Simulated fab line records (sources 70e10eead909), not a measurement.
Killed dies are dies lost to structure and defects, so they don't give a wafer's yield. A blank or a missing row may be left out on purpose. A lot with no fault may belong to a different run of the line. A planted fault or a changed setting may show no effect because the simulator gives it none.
A lot that was struck, set against a sound lot -- flow nandHarc -- 15 out of 1159 route steps
Sound: these wafers, L704.2, L704.4, L704.5. Wafers struck: L705.1, L705.2, L705.3. The cause is given at the end.
Order at every step that has rows: each side's tool, ch and its chambers, its first start. Under that, the readings that differ: sound wafers -- struck wafers -- difference of the means -- sigmas: that difference in standard deviations of wafers without a fault.
alike: readings whose means differ by less than 2 such deviations, and words and numbers that are the same on both sides. not compared: withheld readings, readings that some wafer has no value for, bounds like >300 that may hide the same value, and numbers for which the record gives no deviation and whose values overlap.
The two part at a step that has a row with sigmas, a row that says differs or no value, or rows on one side only. Numbers that don't overlap but have no deviation are shown without sigmas and don't part them. Lack of a reading on every wafer of one side parts them only where that side has two or more wafers.

NHARC_P_GATE_DESCUM_13: chemistry O2, time 3 s.
  sound on rieDiel-07 ch 1,3, day 7 07:56; struck on rieDiel-07 ch 0,2,3, day 7 21:41
  alike: drypumpMotorCurrentA, oesProductAu, rfVppV, showerheadPlenumPTorr, throttleValvePct
  not compared: rfHoursCounterH
then, 6 steps without rows for these wafers: NHARC_P_GATE_ETCH_14 (etches SiO2 in dHF, target depth 48.8 nm); NHARC_P_GATE_STRIP_15 (strips in SPM, time 780 s); NHARC_P_GATE_PRECLEAN_71 (cleans in SC1); NHARC_P_GATE_SRD_72; NHARC_P_GATE_OXIDE_16 (material SiO2, target thk 3 nm, ox time 392 s); NHARC_P_GATE_CVD_17 (deposits poly-Si, target thk 150 nm, time 900 s).
NHARC_P_GATE_HM_DEP_102: deposits aC, target thk 120 nm.
  sound on aclDep-03 ch 0, day 7 20:10; struck on aclDep-03 ch 0, day 8 11:19
  alike: throttleValvePct
NHARC_P_GATE_DEP_103: deposits SiON, target thk 30 nm.
  sound on pecvd-04 ch 0,1, day 7 20:43; struck on pecvd-04 ch 0,1,2, day 8 11:58
  alike: heaterPowerW
  not compared: sinceWetCleanH
then, 3 steps without rows for these wafers: NHARC_P_GATE_DEHYDRATE_18 (time 120 s); NHARC_P_GATE_HMDS_19 (time 30 s); NHARC_P_GATE_COAT_20 (resist thk 90 nm).
NHARC_P_GATE_SOFTBAKE_21: time 55 s.
  sound on lithoTrack-04 ch 0, day 7 20:00; struck on lithoTrack-04 ch 0, day 8 12:00
reading,sound,struck,difference,sigmas
heaterPowerTotalW (W),188.69 188.73 188.29,323.18 323.05 322.96,+134.49,+99 or more
next, for these wafers, 1 step has no rows: NHARC_P_GATE_EBR_22.
-- record jumps: 14 days between struck wafers' starts before vs after; left off in module P_GATE, resumes in module END, first step shown is number 1159 of the route --
NHARC_END_SORT_01:
  sound on prober-01 ch 0, day 24 02:13; struck on prober-01 ch 0, day 22 19:13
reading,sound,struck,difference,sigmas
killedAtArray,44 47 50,12 20 15,-31,-3
killedDies,48 51 57,14 27 17,-33,-3
  alike: killedAtOther, killedAtPeriphery, killedOpen, killedShort

WHERE THEY PART
Earliest at NHARC_P_GATE_SOFTBAKE_21; latest, in this record, at NHARC_END_SORT_01.

WHY: the cause the simulator had injected
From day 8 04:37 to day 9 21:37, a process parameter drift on lithoTrack-04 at NHARC_P_GATE_SOFTBAKE_21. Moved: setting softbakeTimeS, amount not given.
